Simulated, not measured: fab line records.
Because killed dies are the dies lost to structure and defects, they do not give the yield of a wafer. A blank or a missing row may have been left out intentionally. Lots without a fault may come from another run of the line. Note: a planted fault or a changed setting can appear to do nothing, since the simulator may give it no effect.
Matching of chambers + flow n5 finfet + N5_GATE_CUT_CMP_23 on cmp-02 has 4 sister chambers
The step polishes, stops on SiO2, t overpolish 23.4 s, target thk 16 nm. 4 wafers are shown with their chamber, then 11 later ones without.

WAFERS WITH THEIR CHAMBER
| wafer  | chamber | motor current A (A) |
|--------|---------|---------------------|
| L081.6 | 0       | 9.2                 |
| L084.3 | 2       | 9.7                 |
| L086.5 | 3       | 7.8                 |
| L087.1 | 1       | 9.3                 |

WAFERS WITHOUT THEIR CHAMBER
| wafer  | motor current A (A) |
|--------|---------------------|
| L087.4 | 8.1                 |
| L087.5 | 9.8                 |
| L092.2 | 9.1                 |
| L092.3 | 8.0                 |
| L092.4 | 9.2                 |
| L093.1 | 9.8                 |
| L093.3 | 9.6                 |
| L093.6 | 9.6                 |
| L095.1 | 7.9                 |
| L095.3 | 9.5                 |
| L095.4 | 9.8                 |

WHICH CHAMBER EACH ONE RAN IN
| wafer  | from the rows above          | in truth                   |
|--------|------------------------------|----------------------------|
| L087.4 | 3                            | 3                          |
| L087.5 | 2                            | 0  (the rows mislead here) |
| L092.2 | can't be placed: 0 or 1      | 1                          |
| L092.3 | 3                            | 3                          |
| L092.4 | can't be placed: 0 or 1      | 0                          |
| L093.1 | 2                            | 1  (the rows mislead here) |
| L093.3 | can't be placed: 2 or 1      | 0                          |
| L093.6 | can't be placed: 2 or 1      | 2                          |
| L095.1 | 3                            | 3                          |
| L095.3 | can't be placed: 1 or 2 or 0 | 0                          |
| L095.4 | 2                            | 2                          |
4 of 11 placed correctly. These rows do not allow placing 5 (true chamber among the candidates in 4). Number placed wrongly: 2.
How it was worked out, from the rows above alone: a wafer's distance from a chamber is the root of the sum, over the readings, of the square of ((its reading less the chamber's mean) divided by the reading's scatter). If the next closest chamber is less than 2 further off than the closest, the wafer can't be placed; otherwise it belongs to the closest. A chamber's mean is the mean of its shown wafers. The scatter: root of mean squared gap, hidden wafer to nearest shown wafer, with one shown wafer a chamber.
